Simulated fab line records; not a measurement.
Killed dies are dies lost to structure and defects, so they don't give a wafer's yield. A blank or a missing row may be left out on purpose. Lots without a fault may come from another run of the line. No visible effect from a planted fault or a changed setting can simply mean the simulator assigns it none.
fab line records + flow n5Finfet + part 1 of 2: steps 1 to 4 of 6
[record]
- lots = 22
- wafers = 66
- lastDay = 17
route steps=1938 shown MOL_CONTACT_COAG@573 BEOL_M0_SAQP@636
lots with no fault: from the same line, run without faults
startH: hours from the record's opening day to when the first of the lot's shown wafers began + waitH: hours from the lot's prior step to this one + " same as the row above + L1.1+2: a row that stands for several wafers + - no value present, or no start provided + * or withheld: withheld + < > ~ a bound
route shown NAME@n: a module of which the file shows steps, and the number in the route of the first + usual: the fault-free wafers' mean and standard deviation + same: alike in all rows + chamber/n: place in a boat + sites: each site's reading + _std_site: the standard deviation of these + _edge_site: mean of outer sites minus mean of inner sites + radiusMm: how far each site lies from the wafer's centre + mask NAME#n: copy n + behind: the most recent tool/chamber to have shaped the wafer + hold: what put the lot on hold/how long, in hours/how the hold closed + device: the transistor (n, p or np) that didn't switch + end of line: tests of these same wafers at the route's end + for a step that has no rows: nothing shown but its recipe + killed: count of dies lost to structure and defects at first sort (not the wafer's yield) + map: a wafer's dies, x killed, . not, _ none there
set.NAME: the run value of the setting; set.NAME@STEP: its run value at that earlier step + model.NAME: the simulator's own value behind a step, which no gauge read
steps of the route over a sample of lots; a table a step, a row a wafer
services: from which hour (startH, from the record's first day; less than 0 if before it) a tool's chamber was out of use, for how many hours, and why
[[steps]]
[step N5_MOL_CONTACT_COAG_CD_MEAS_84]
[recipe]
- targetCdNm = 25.1
- landingEnergyEv = 500
- detector = seInlens
- polarity = opening
[usual]
- cdNm = 25.09/0.29
| lot.wafer | tool     | chamber | startH | waitH | cdNm  |
|-----------|----------|---------|--------|-------|-------|
| L074.2    | cdSem-03 | 0       | 95.61  | -     | 25.25 |
| L074.3    | "        | 0       | "      | "     | 25.11 |
| L074.5    | "        | 0       | "      | "     | 24.87 |
| L075.1    | cdSem-01 | 0       | 109.56 | -     | 24.91 |
| L075.3    | "        | 0       | "      | "     | 24.24 |
| L075.5    | "        | 0       | "      | "     | 24.88 |
| L076.1    | cdSem-03 | 0       | 111.39 | -     | 25.24 |
| L076.4    | "        | 0       | "      | "     | 24.52 |
| L076.6    | "        | 0       | "      | "     | 25.07 |
| L077.2    | cdSem-01 | 0       | 115.69 | -     | 25.19 |
| L077.5    | "        | 0       | "      | "     | 25.13 |
| L077.6    | "        | 0       | "      | "     | 25.44 |
| L078.1    | cdSem-03 | 0       | 120.80 | -     | 25.56 |
| L078.2    | "        | 0       | "      | "     | 25.47 |
| L078.4    | "        | 0       | "      | "     | 25.23 |
| L079.1    | cdSem-03 | 0       | 123.44 | -     | 25.35 |
| L079.2    | "        | 0       | "      | "     | 25.15 |
| L079.5    | "        | 0       | "      | "     | 24.92 |
| L082.1    | cdSem-02 | 0       | 146.09 | -     | 24.85 |
| L082.3    | "        | 0       | "      | "     | 24.57 |
| L082.6    | "        | 0       | "      | "     | 24.98 |
| L083.1    | cdSem-03 | 0       | 159.03 | -     | 25.28 |
| L083.2    | "        | 0       | "      | "     | 25.71 |
| L083.3    | "        | 0       | "      | "     | 25.23 |
| L084.2    | cdSem-03 | 0       | 159.92 | -     | 25.12 |
| L084.5    | "        | 0       | "      | "     | 25.21 |
| L084.6    | "        | 0       | "      | "     | 24.73 |
| L085.1    | cdSem-03 | 0       | 167.89 | -     | 25.04 |
| L085.4    | "        | 0       | "      | "     | 25.56 |
| L085.5    | "        | 0       | "      | "     | 25.44 |
| L086.2    | cdSem-03 | 0       | 171.21 | -     | 24.68 |
| L086.4    | "        | 0       | "      | "     | 25.19 |
| L086.6    | "        | 0       | "      | "     | 24.98 |
| L087.1    | cdSem-02 | 0       | 174.74 | -     | 25.27 |
| L087.3    | "        | 0       | "      | "     | 24.75 |
| L087.5    | "        | 0       | "      | "     | 25.02 |
| L088.1    | cdSem-01 | 0       | 188.46 | -     | 25.19 |
| L088.2    | "        | 0       | "      | "     | 25.40 |
| L088.4    | "        | 0       | "      | "     | 25.16 |
| L089.2    | cdSem-03 | 0       | 192.32 | -     | 24.71 |
| L089.3    | "        | 0       | "      | "     | 25.01 |
| L089.5    | "        | 0       | "      | "     | 25.01 |
| L090.2    | cdSem-02 | 0       | 201.01 | -     | 24.95 |
| L090.3    | "        | 0       | "      | "     | 24.88 |
| L090.4    | "        | 0       | "      | "     | 25.06 |
| L091.3    | cdSem-03 | 0       | 205.28 | -     | 24.46 |
| L091.4    | "        | 0       | "      | "     | 24.73 |
| L091.6    | "        | 0       | "      | "     | 24.77 |
| L092.1    | cdSem-02 | 0       | 207.89 | -     | 25.57 |
| L092.2    | "        | 0       | "      | "     | 25.58 |
| L092.5    | "        | 0       | "      | "     | 25.05 |
| L093.4    | cdSem-02 | 0       | 210.78 | -     | 25.33 |
| L093.5    | "        | 0       | "      | "     | 25.03 |
| L093.6    | "        | 0       | "      | "     | 24.98 |
| L094.2    | cdSem-01 | 0       | 220.04 | -     | 25.23 |
| L094.3    | "        | 0       | "      | "     | 24.71 |
| L094.4    | "        | 0       | "      | "     | 25.18 |
| L095.1    | cdSem-02 | 0       | 226.43 | -     | 25.51 |
| L095.4    | "        | 0       | "      | "     | 25.38 |
| L095.5    | "        | 0       | "      | "     | 24.67 |
| L096.1    | cdSem-01 | 0       | 229.94 | -     | 25.23 |
| L096.2    | "        | 0       | "      | "     | 24.81 |
| L096.6    | "        | 0       | "      | "     | 25.71 |
| L097.1    | cdSem-01 | 0       | 238.65 | -     | 25.21 |
| L097.3    | "        | 0       | "      | "     | 25.46 |
| L097.5    | "        | 0       | "      | "     | 25.11 |
[step N5_MOL_CONTACT_COAG_INSPECT_57]
[recipe]
- mode = adi
- inspectInstrument = brightfield
[usual]
- rawDefectCount = 205/47
| lot.wafer | tool             | chamber | startH | waitH | rawDefectCount |
|-----------|------------------|---------|--------|-------|----------------|
| L074.2    | defectInspect-01 | -       | 95.71  | 0.1   | 249            |
| L074.3    | "                | -       | "      | "     | 182            |
| L074.5    | "                | -       | "      | "     | 230            |
| L075.1    | defectInspect-01 | -       | 109.64 | 0.1   | 195            |
| L075.3    | "                | -       | "      | "     | 187            |
| L075.5    | "                | -       | "      | "     | 117            |
| L076.1    | defectInspect-02 | -       | 111.48 | 0.1   | 281            |
| L076.4    | "                | -       | "      | "     | 214            |
| L076.6    | "                | -       | "      | "     | 231            |
| L077.2    | defectInspect-01 | -       | 115.78 | 0.0   | 179            |
| L077.5    | "                | -       | "      | "     | 213            |
| L077.6    | "                | -       | "      | "     | 207            |
| L078.1    | defectInspect-01 | -       | 120.89 | 0.1   | 231            |
| L078.2    | "                | -       | "      | "     | 155            |
| L078.4    | "                | -       | "      | "     | 331            |
| L079.1    | defectInspect-01 | -       | 123.57 | 0.1   | 162            |
| L079.2    | "                | -       | "      | "     | 192            |
| L079.5    | "                | -       | "      | "     | 147            |
| L082.1    | defectInspect-01 | -       | 146.18 | 0.1   | 188            |
| L082.3    | "                | -       | "      | "     | 231            |
| L082.6    | "                | -       | "      | "     | 220            |
| L083.1    | defectInspect-02 | -       | 159.12 | 0.1   | 187            |
| L083.2    | "                | -       | "      | "     | 209            |
| L083.3    | "                | -       | "      | "     | 190            |
| L084.2    | defectInspect-02 | -       | 160.01 | 0.0   | 153            |
| L084.5    | "                | -       | "      | "     | 144            |
| L084.6    | "                | -       | "      | "     | 166            |
| L085.1    | defectInspect-01 | -       | 167.98 | 0.1   | 130            |
| L085.4    | "                | -       | "      | "     | 192            |
| L085.5    | "                | -       | "      | "     | 174            |
| L086.2    | defectInspect-01 | -       | 171.29 | 0.0   | 185            |
| L086.4    | "                | -       | "      | "     | 181            |
| L086.6    | "                | -       | "      | "     | 314            |
| L087.1    | defectInspect-02 | -       | 174.83 | 0.1   | 187            |
| L087.3    | "                | -       | "      | "     | 192            |
| L087.5    | "                | -       | "      | "     | 194            |
| L088.1    | defectInspect-01 | -       | 188.54 | 0.1   | 233            |
| L088.2    | "                | -       | "      | "     | 155            |
| L088.4    | "                | -       | "      | "     | 191            |
| L089.2    | defectInspect-01 | -       | 192.41 | 0.0   | 279            |
| L089.3    | "                | -       | "      | "     | 365            |
| L089.5    | "                | -       | "      | "     | 272            |
| L090.2    | defectInspect-01 | -       | 201.09 | 0.0   | 178            |
| L090.3    | "                | -       | "      | "     | 132            |
| L090.4    | "                | -       | "      | "     | 173            |
| L091.3    | defectInspect-02 | -       | 205.36 | 0.0   | 171            |
| L091.4    | "                | -       | "      | "     | 156            |
| L091.6    | "                | -       | "      | "     | 186            |
| L092.1    | defectInspect-01 | -       | 207.98 | 0.1   | 212            |
| L092.2    | "                | -       | "      | "     | 184            |
| L092.5    | "                | -       | "      | "     | 175            |
| L093.4    | defectInspect-02 | -       | 210.86 | 0.0   | 308            |
| L093.5    | "                | -       | "      | "     | 253            |
| L093.6    | "                | -       | "      | "     | 163            |
| L094.2    | defectInspect-02 | -       | 220.13 | 0.0   | 183            |
| L094.3    | "                | -       | "      | "     | 150            |
| L094.4    | "                | -       | "      | "     | 184            |
| L095.1    | defectInspect-01 | -       | 226.52 | 0.1   | 189            |
| L095.4    | "                | -       | "      | "     | 135            |
| L095.5    | "                | -       | "      | "     | 229            |
| L096.1    | defectInspect-01 | -       | 230.03 | 0.1   | 215            |
| L096.2    | "                | -       | "      | "     | 190            |
| L096.6    | "                | -       | "      | "     | 207            |
| L097.1    | defectInspect-02 | -       | 238.74 | 0.1   | 115            |
| L097.3    | "                | -       | "      | "     | 186            |
| L097.5    | "                | -       | "      | "     | 167            |
[step N5_MOL_CONTACT_COAG_DESCUM_45]
[recipe]
- chemistry = O2
- timeS = 7
- sourcePowerW = 50
- biasPowerW = 20
- pressureMtorr = 20
- rfFrequencyHz = 2.712e+07
- tempC = 40
- resist = CAR-EUV
- o2FlowSccm = 225
[usual]
- chamberPressureMTorr = 20.001/0.017
- drypumpMotorCurrentA = 5.5/0.49
- oesProductAu = 0.79/0.076
- rfVppV = 242.9/1.4
- showerheadPlenumPTorr = 2.09/0.074
- throttleValvePct = 20.48/0.22
| lot.wafer | tool       | chamber | startH | waitH | chamberPressureMTorr | drypumpMotorCurrentA | oesProductAu | rfHoursCounterH | rfVppV | showerheadPlenumPTorr | throttleValvePct |
|-----------|------------|---------|--------|-------|----------------------|----------------------|--------------|-----------------|--------|-----------------------|------------------|
| L074.2    | rieDiel-01 | 2       | 97.03  | 0.0   | 19.999               | 5.1                  | 0.82         | 83              | 245.5  | 2.20                  | 20.64            |
| L074.3    | "          | 3       | "      | "     | 20.022               | 6.5                  | 0.92         | 20              | 244.2  | 2.23                  | 20.13            |
| L074.5    | "          | 3       | "      | "     | 19.987               | 6.5                  | 0.91         | -               | 245.9  | 2.23                  | 20.14            |
| L075.1    | rieDiel-06 | 3       | 111.74 | 0.3   | 19.976               | 4.9                  | 0.86         | 55              | 243.0  | 2.05                  | 20.14            |
| L075.3    | "          | 1       | "      | "     | 20.013               | 5.4                  | 0.83         | 79              | 243.0  | 2.14                  | 20.55            |
| L075.5    | "          | 3       | "      | "     | 19.984               | 4.9                  | 0.85         | -               | 243.1  | 2.05                  | 20.15            |
| L076.1    | rieDiel-03 | 0       | 114.00 | 0.2   | 19.983               | 6.3                  | 0.71         | 200             | 241.2  | 2.17                  | 20.70            |
| L076.4    | "          | 1       | "      | "     | 20.018               | 4.8                  | 0.83         | 74              | 241.7  | 2.04                  | 20.05            |
| L076.6    | "          | 0       | "      | "     | 19.980               | 6.3                  | 0.71         | -               | 245.9  | 2.17                  | 20.67            |
| L077.2    | rieDiel-01 | 0       | 117.13 | 0.0   | 19.985               | 5.6                  | 0.74         | 190             | 243.8  | 2.08                  | 20.62            |
| L077.5    | "          | 0       | "      | "     | 20.007               | 5.7                  | 0.74         | -               | 243.4  | 2.08                  | 20.61            |
| L077.6    | "          | 3       | "      | "     | 20.013               | 6.5                  | 0.88         | -               | 243.9  | 2.23                  | 20.15            |
| L078.1    | rieDiel-01 | 1       | 122.20 | 0.0   | 20.008               | 5.7                  | 0.68         | 243             | 241.8  | 2.06                  | 20.62            |
| L078.2    | "          | 2       | "      | "     | 20.037               | 5.1                  | 0.81         | 91              | 246.0  | 2.20                  | 20.68            |
| L078.4    | "          | 3       | "      | "     | 20.009               | 6.5                  | 0.89         | 29              | 245.3  | 2.23                  | 20.16            |
| L079.1    | rieDiel-06 | 0       | 125.14 | 0.0   | 19.972               | 5.1                  | 0.75         | 174             | 244.5  | 2.16                  | 20.61            |
| L079.2    | "          | 1       | "      | "     | 20.017               | 5.4                  | 0.82         | 84              | 244.1  | 2.14                  | 20.53            |
| L079.5    | "          | 2       | "      | "     | 20.001               | 5.2                  | 0.82         | -               | 241.6  | 2.04                  | 20.58            |
| L082.1    | rieDiel-06 | 1       | 147.81 | 0.0   | 19.991               | 5.4                  | 0.81         | 92              | 243.4  | 2.14                  | 20.56            |
| L082.3    | "          | 0       | "      | "     | 20.025               | 5.1                  | 0.74         | 181             | 243.5  | 2.16                  | 20.59            |
| L082.6    | "          | 0       | "      | "     | 20.037               | 5.0                  | 0.73         | -               | 245.6  | 2.16                  | 20.62            |
| L083.1    | rieDiel-06 | 1       | 160.87 | 0.0   | 19.968               | 5.4                  | 0.80         | 97              | 242.4  | 2.13                  | 20.56            |
| L083.2    | "          | 2       | "      | "     | 19.999               | 5.3                  | 0.80         | 104             | 240.8  | 2.03                  | 20.59            |
| L083.3    | "          | 3       | "      | "     | 19.984               | 4.9                  | 0.83         | 72              | 242.0  | 2.04                  | 20.17            |
| L084.2    | rieDiel-03 | 3       | 161.78 | 0.4   | 20.001               | 5.8                  | 0.97         | 9               | 243.9  | 2.15                  | 20.46            |
| L084.5    | "          | 2       | "      | "     | 20.000               | 5.8                  | 0.72         | -               | 241.1  | 1.99                  | 20.60            |
| L084.6    | "          | 1       | "      | "     | 20.027               | 4.8                  | 0.81         | -               | 241.7  | 2.03                  | 20.09            |
| L085.1    | rieDiel-03 | 1       | 169.28 | 0.0   | 20.007               | 4.9                  | 0.80         | 97              | 241.9  | 2.03                  | 20.11            |
| L085.4    | "          | 2       | "      | "     | 20.022               | 5.8                  | 0.70         | 206             | 241.9  | 1.99                  | 20.60            |
| L085.5    | "          | 2       | "      | "     | 20.015               | 5.8                  | 0.70         | -               | 242.1  | 1.99                  | 20.61            |
| L086.2    | rieDiel-03 | 1       | 172.78 | 0.0   | 20.002               | 4.8                  | 0.80         | 98              | 242.8  | 2.03                  | 20.09            |
| L086.4    | "          | 3       | "      | "     | 20.006               | 5.8                  | 0.96         | 12              | 244.0  | 2.15                  | 20.47            |
| L086.6    | "          | 3       | "      | "     | 20.013               | 5.8                  | 0.96         | -               | 243.9  | 2.15                  | 20.45            |
| L087.1    | rieDiel-01 | 0       | 176.77 | 0.0   | 20.003               | 5.6                  | 0.73         | 211             | 242.3  | 2.07                  | 20.64            |
| L087.3    | "          | 1       | "      | "     | 19.976               | 5.7                  | 0.95         | 6               | 242.9  | 2.06                  | 20.24            |
| L087.5    | "          | 1       | "      | "     | 19.996               | 5.7                  | 0.95         | -               | 243.5  | 2.06                  | 20.23            |
| L088.1    | rieDiel-03 | 1       | 190.45 | 0.3   | 20.022               | 4.8                  | 0.80         | 104             | 241.6  | 2.03                  | 20.10            |
| L088.2    | "          | 3       | "      | "     | 20.008               | 5.8                  | 0.96         | 17              | 243.7  | 2.15                  | 20.46            |
| L088.4    | "          | 2       | "      | "     | 19.971               | 5.8                  | 0.71         | -               | 241.1  | 1.98                  | 20.62            |
| L089.2    | rieDiel-06 | 3       | 194.02 | 0.1   | 19.995               | 4.9                  | 0.82         | 84              | 242.4  | 2.03                  | 20.19            |
| L089.3    | "          | 1       | "      | "     | 19.997               | 5.4                  | 0.80         | 107             | 243.8  | 2.13                  | 20.57            |
| L089.5    | "          | 1       | "      | "     | 20.005               | 5.4                  | 0.80         | -               | 243.8  | 2.13                  | 20.57            |
| L090.2    | rieDiel-06 | 2       | 202.58 | 0.0   | 20.014               | 5.2                  | 0.79         | 119             | 243.1  | 2.03                  | 20.60            |
| L090.3    | "          | 1       | "      | "     | 19.982               | 5.4                  | 0.78         | 111             | 244.3  | 2.13                  | 20.57            |
| L090.4    | "          | 1       | "      | "     | 19.990               | 5.4                  | 0.79         | -               | 242.0  | 2.13                  | 20.57            |
| L091.3    | rieDiel-03 | 1       | 206.75 | 0.0   | 20.005               | 4.8                  | 0.78         | 110             | 242.3  | 2.02                  | 20.13            |
| L091.4    | "          | 2       | "      | "     | 19.992               | 5.8                  | 0.70         | 220             | 241.5  | 1.98                  | 20.62            |
| L091.6    | "          | 1       | "      | "     | 20.022               | 4.8                  | 0.79         | -               | 242.9  | 2.03                  | 20.12            |
| L092.1    | rieDiel-03 | 3       | 209.49 | 0.0   | 20.010               | 5.8                  | 0.93         | 25              | 244.8  | 2.15                  | 20.48            |
| L092.2    | "          | 2       | "      | "     | 19.988               | 5.8                  | 0.71         | 221             | 239.6  | 1.98                  | 20.64            |
| L092.5    | "          | 3       | "      | "     | 20.026               | 5.8                  | 0.93         | -               | 244.2  | 2.15                  | 20.48            |
| L093.4    | rieDiel-03 | 2       | 212.29 | 0.0   | 19.988               | 5.7                  | 0.71         | 222             | 241.4  | 1.98                  | 20.63            |
| L093.5    | "          | 2       | "      | "     | 19.975               | 5.8                  | 0.70         | -               | 243.0  | 1.98                  | 20.62            |
| L093.6    | "          | 3       | "      | "     | 19.976               | 5.8                  | 0.92         | -               | 244.2  | 2.15                  | 20.49            |
| L094.2    | rieDiel-03 | 2       | 223.56 | 0.2   | 20.001               | 5.8                  | 0.70         | 228             | 242.0  | 1.98                  | 20.65            |
| L094.3    | "          | 2       | "      | "     | 20.011               | 5.8                  | 0.69         | -               | 240.3  | 1.98                  | 20.65            |
| L094.4    | "          | 3       | "      | "     | 20.016               | 5.8                  | 0.91         | -               | 244.0  | 2.15                  | 20.48            |
| L095.1    | rieDiel-03 | 3       | 227.94 | 0.0   | 19.975               | 5.8                  | 0.91         | 34              | 243.2  | 2.14                  | 20.49            |
| L095.4    | "          | 2       | "      | "     | 19.977               | 5.7                  | 0.71         | 230             | 240.3  | 1.98                  | 20.62            |
| L095.5    | "          | 1       | "      | "     | 20.004               | 4.8                  | 0.79         | -               | 240.0  | 2.02                  | 20.13            |
| L096.1    | rieDiel-06 | 2       | 231.76 | 0.0   | 20.022               | 5.2                  | 0.79         | 130             | 242.2  | 2.03                  | 20.64            |
| L096.2    | "          | 0       | "      | "     | 20.005               | 5.0                  | 0.72         | 205             | 243.6  | 2.15                  | 20.64            |
| L096.6    | "          | 0       | "      | "     | 19.993               | 5.0                  | 0.72         | -               | 243.8  | 2.15                  | 20.65            |
| L097.1    | rieDiel-06 | 0       | 240.02 | 0.0   | 19.987               | 5.0                  | 0.72         | 207             | 243.7  | 2.15                  | 20.65            |
| L097.3    | "          | 2       | "      | "     | 19.975               | 5.2                  | 0.78         | 132             | 241.1  | 2.02                  | 20.65            |
| L097.5    | "          | 2       | "      | "     | 20.002               | 5.2                  | 0.78         | -               | 241.7  | 2.02                  | 20.63            |
[step N5_MOL_CONTACT_COAG_ETCHBACK_136]
[recipe]
- chemistry = CHF3
- target = SiO2
- targetDepthA = 250
- timeS = 16.7
- ionEnergyEv = 200
- pressureMtorr = 30
- sourceW = 610
- biasW = 170
- Ar_flow_sccm = 200
- CHF3_flow_sccm = 50
[usual]
- chamberPressureMTorr = 30.002/0.026
- drypumpMotorCurrentA = 5.6/0.53
- mfcArSccm = 200.0/0.58
- oes_ar_750_au = 0.79/0.072
- oesProductAu = 0.79/0.077
- rfVppV = 525/6.9
- showerheadPlenumPTorr = 2.39/0.081
- throttleValvePct = 18.72/0.25
| lot.wafer | tool       | chamber | startH | waitH | chamberPressureMTorr | drypumpMotorCurrentA | mfcArSccm | oes_ar_750_au | oesProductAu | rfHoursCounterH | rfVppV | showerheadPlenumPTorr | throttleValvePct |
|-----------|------------|---------|--------|-------|----------------------|----------------------|-----------|---------------|--------------|-----------------|--------|-----------------------|------------------|
| L074.2    | rieDiel-06 | 3       | 97.92  | 0.0   | 29.994               | 4.9                  | 199.6     | 0.83          | 0.85         | 50              | 531    | 2.31                  | 18.28            |
| L074.3    | "          | 2       | "      | "     | 29.988               | 5.2                  | 200.6     | 0.83          | 0.84         | 82              | 531    | 2.30                  | 18.72            |
| L074.5    | "          | 0       | "      | "     | 30.008               | 5.1                  | 198.9     | 0.75          | 0.75         | -               | 513    | 2.46                  | 18.90            |
| L075.1    | rieDiel-06 | 1       | 112.83 | 0.0   | 29.990               | 5.4                  | 199.8     | 0.81          | 0.81         | 80              | 533    | 2.42                  | 18.69            |
| L075.3    | "          | 0       | "      | "     | 30.010               | 5.0                  | 200.1     | 0.74          | 0.74         | 170             | 513    | 2.46                  | 18.90            |
| L075.5    | "          | 2       | "      | "     | 29.997               | 5.2                  | 199.1     | 0.82          | 0.83         | -               | 529    | 2.30                  | 18.72            |
| L076.1    | rieDiel-03 | 0       | 114.44 | 0.0   | 30.017               | 6.3                  | 198.8     | 0.72          | 0.71         | 200             | 527    | 2.46                  | 18.91            |
| L076.4    | "          | 1       | "      | "     | 30.021               | 4.8                  | 199.9     | 0.83          | 0.82         | 75              | 524    | 2.33                  | 18.41            |
| L076.6    | "          | 0       | "      | "     | 29.994               | 6.3                  | 198.8     | 0.73          | 0.71         | -               | 527    | 2.45                  | 18.90            |
| L077.2    | rieDiel-06 | 3       | 117.57 | 0.0   | 30.033               | 4.9                  | 199.3     | 0.83          | 0.84         | 58              | 530    | 2.31                  | 18.30            |
| L077.5    | "          | 3       | "      | "     | 30.046               | 4.9                  | 200.2     | 0.83          | 0.84         | -               | 531    | 2.31                  | 18.29            |
| L077.6    | "          | 2       | "      | "     | 29.975               | 5.2                  | 200.3     | 0.81          | 0.82         | -               | 530    | 2.30                  | 18.74            |
| L078.1    | rieDiel-01 | 0       | 122.64 | 0.0   | 30.020               | 5.6                  | 200.2     | 0.75          | 0.74         | 192             | 525    | 2.35                  | 18.85            |
| L078.2    | "          | 1       | "      | "     | 30.000               | 5.8                  | 199.9     | 0.69          | 0.68         | 243             | 510    | 2.34                  | 18.87            |
| L078.4    | "          | 3       | "      | "     | 30.025               | 6.5                  | 199.5     | 0.89          | 0.89         | 30              | 533    | 2.52                  | 18.35            |
| L079.1    | rieDiel-01 | 3       | 125.71 | 0.0   | 29.992               | 6.5                  | 199.8     | 0.89          | 0.89         | 30              | 534    | 2.52                  | 18.36            |
| L079.2    | "          | 0       | "      | "     | 29.977               | 5.6                  | 200.6     | 0.74          | 0.73         | 193             | 525    | 2.35                  | 18.87            |
| L079.5    | "          | 0       | "      | "     | 29.977               | 5.6                  | 199.2     | 0.74          | 0.74         | -               | 525    | 2.35                  | 18.88            |
| L082.1    | rieDiel-01 | 3       | 148.26 | 0.0   | 30.017               | 6.5                  | 200.6     | 0.88          | 0.88         | 37              | 533    | 2.51                  | 18.37            |
| L082.3    | "          | 2       | "      | "     | 29.972               | 5.1                  | 199.4     | 0.79          | 0.79         | 98              | 517    | 2.51                  | 19.02            |
| L082.6    | "          | 2       | "      | "     | 30.035               | 5.1                  | 200.3     | 0.80          | 0.78         | -               | 517    | 2.51                  | 19.02            |
| L083.1    | rieDiel-06 | 0       | 161.31 | 0.0   | 29.973               | 5.0                  | 199.4     | 0.73          | 0.73         | 187             | 513    | 2.45                  | 18.94            |
| L083.2    | "          | 3       | "      | "     | 30.020               | 4.9                  | 200.2     | 0.82          | 0.82         | 72              | 530    | 2.30                  | 18.32            |
| L083.3    | "          | 1       | "      | "     | 30.011               | 5.4                  | 200.4     | 0.79          | 0.81         | 97              | 533    | 2.41                  | 18.74            |
| L084.2    | rieDiel-03 | 2       | 162.21 | 0.0   | 30.018               | 5.8                  | 199.5     | 0.71          | 0.71         | 204             | 526    | 2.27                  | 18.90            |
| L084.5    | "          | 2       | "      | "     | 29.976               | 5.8                  | 200.0     | 0.72          | 0.71         | -               | 525    | 2.27                  | 18.91            |
| L084.6    | "          | 3       | "      | "     | 30.000               | 5.8                  | 200.3     | 0.93          | 0.96         | -               | 527    | 2.43                  | 18.64            |
| L085.1    | rieDiel-01 | 2       | 169.94 | 0.0   | 30.006               | 5.1                  | 200.0     | 0.79          | 0.77         | 106             | 517    | 2.50                  | 19.03            |
| L085.4    | "          | 3       | "      | "     | 30.054               | 6.5                  | 200.0     | 0.86          | 0.86         | 46              | 532    | 2.51                  | 18.37            |
| L085.5    | "          | 3       | "      | "     | 29.988               | 6.5                  | 199.6     | 0.86          | 0.87         | -               | 531    | 2.51                  | 18.37            |
| L086.2    | rieDiel-01 | 2       | 173.22 | 0.0   | 30.024               | 5.1                  | 200.2     | 0.79          | 0.78         | 108             | 517    | 2.50                  | 19.04            |
| L086.4    | "          | 0       | "      | "     | 29.965               | 5.6                  | 198.8     | 0.73          | 0.73         | 209             | 525    | 2.34                  | 18.88            |
| L086.6    | "          | 0       | "      | "     | 30.047               | 5.6                  | 199.7     | 0.73          | 0.73         | -               | 524    | 2.34                  | 18.90            |
| L087.1    | rieDiel-01 | 0       | 177.21 | 0.0   | 29.997               | 5.6                  | 199.6     | 0.73          | 0.72         | 211             | 526    | 2.34                  | 18.90            |
| L087.3    | "          | 3       | "      | "     | 29.983               | 6.5                  | 200.3     | 0.85          | 0.85         | 50              | 531    | 2.51                  | 18.37            |
| L087.5    | "          | 3       | "      | "     | 29.996               | 6.5                  | 199.0     | 0.86          | 0.86         | -               | 530    | 2.51                  | 18.38            |
| L088.1    | rieDiel-01 | 0       | 191.28 | 0.0   | 29.993               | 5.6                  | 200.3     | 0.73          | 0.72         | 216             | 526    | 2.34                  | 18.92            |
| L088.2    | "          | 2       | "      | "     | 29.990               | 5.1                  | 199.7     | 0.78          | 0.77         | 116             | 516    | 2.50                  | 19.05            |
| L088.4    | "          | 1       | "      | "     | 30.017               | 5.7                  | 199.8     | 0.94          | 0.93         | 11              | 513    | 2.33                  | 18.50            |
| L089.2    | rieDiel-01 | 0       | 194.65 | 0.0   | 30.015               | 5.6                  | 200.0     | 0.72          | 0.72         | 217             | 526    | 2.34                  | 18.89            |
| L089.3    | "          | 2       | "      | "     | 30.027               | 5.1                  | 200.1     | 0.78          | 0.77         | 117             | 519    | 2.50                  | 19.07            |
| L089.5    | "          | 2       | "      | "     | 30.006               | 5.1                  | 200.8     | 0.77          | 0.78         | -               | 518    | 2.50                  | 19.06            |
| L090.2    | rieDiel-01 | 2       | 203.01 | 0.0   | 30.005               | 5.1                  | 200.0     | 0.78          | 0.78         | 120             | 517    | 2.50                  | 19.05            |
| L090.3    | "          | 0       | "      | "     | 30.008               | 5.6                  | 199.4     | 0.73          | 0.71         | 220             | 528    | 2.34                  | 18.91            |
| L090.4    | "          | 1       | "      | "     | 30.043               | 5.8                  | 199.9     | 0.92          | 0.92         | 15              | 511    | 2.33                  | 18.51            |
| L091.3    | rieDiel-03 | 3       | 207.20 | 0.0   | 30.056               | 5.8                  | 200.7     | 0.89          | 0.92         | 25              | 527    | 2.42                  | 18.66            |
| L091.4    | "          | 0       | "      | "     | 30.019               | 6.3                  | 200.3     | 0.70          | 0.71         | 230             | 527    | 2.44                  | 18.94            |
| L091.6    | "          | 3       | "      | "     | 30.032               | 5.8                  | 201.0     | 0.89          | 0.91         | -               | 527    | 2.42                  | 18.67            |
| L092.1    | rieDiel-06 | 0       | 209.93 | 0.0   | 29.989               | 5.0                  | 200.1     | 0.72          | 0.72         | 197             | 512    | 2.45                  | 18.96            |
| L092.2    | "          | 3       | "      | "     | 30.045               | 4.9                  | 199.9     | 0.79          | 0.79         | 90              | 532    | 2.30                  | 18.36            |
| L092.5    | "          | 2       | "      | "     | 29.979               | 5.2                  | 200.3     | 0.79          | 0.79         | -               | 529    | 2.29                  | 18.79            |
| L093.4    | rieDiel-03 | 2       | 212.92 | 0.0   | 30.020               | 5.8                  | 200.0     | 0.71          | 0.69         | 222             | 525    | 2.27                  | 18.94            |
| L093.5    | "          | 2       | "      | "     | 29.991               | 5.8                  | 200.8     | 0.70          | 0.70         | -               | 525    | 2.27                  | 18.94            |
| L093.6    | "          | 3       | "      | "     | 30.027               | 5.8                  | 199.2     | 0.90          | 0.92         | -               | 527    | 2.42                  | 18.65            |
| L094.2    | rieDiel-06 | 1       | 224.38 | 0.0   | 29.956               | 5.4                  | 199.2     | 0.77          | 0.78         | 118             | 532    | 2.40                  | 18.76            |
| L094.3    | "          | 3       | "      | "     | 29.949               | 4.9                  | 200.6     | 0.79          | 0.79         | 95              | 529    | 2.30                  | 18.37            |
| L094.4    | "          | 0       | "      | "     | 29.939               | 5.1                  | 200.4     | 0.72          | 0.71         | 201             | 513    | 2.45                  | 18.97            |
| L095.1    | rieDiel-03 | 1       | 228.50 | 0.0   | 29.995               | 4.8                  | 200.5     | 0.80          | 0.78         | 112             | 525    | 2.32                  | 18.45            |
| L095.4    | "          | 0       | "      | "     | 29.958               | 6.2                  | 199.2     | 0.71          | 0.69         | 235             | 526    | 2.44                  | 18.95            |
| L095.5    | "          | 3       | "      | "     | 30.017               | 5.8                  | 199.9     | 0.87          | 0.90         | -               | 527    | 2.42                  | 18.66            |
| L096.1    | rieDiel-01 | 2       | 232.45 | 0.0   | 29.974               | 5.2                  | 200.2     | 0.76          | 0.76         | 132             | 517    | 2.49                  | 19.07            |
| L096.2    | "          | 0       | "      | "     | 29.989               | 5.6                  | 199.0     | 0.71          | 0.71         | 231             | 527    | 2.34                  | 18.93            |
| L096.6    | "          | 3       | "      | "     | 30.012               | 6.5                  | 199.9     | 0.83          | 0.83         | -               | 532    | 2.50                  | 18.41            |
| L097.1    | rieDiel-03 | 0       | 240.46 | 0.0   | 29.969               | 6.3                  | 200.4     | 0.70          | 0.69         | 239             | 526    | 2.44                  | 18.97            |
| L097.3    | "          | 2       | "      | "     | 30.041               | 5.8                  | 199.4     | 0.69          | 0.69         | 233             | 524    | 2.26                  | 18.95            |
| L097.5    | "          | 3       | "      | "     | 29.998               | 5.8                  | 199.9     | 0.87          | 0.88         | -               | 528    | 2.42                  | 18.68            |
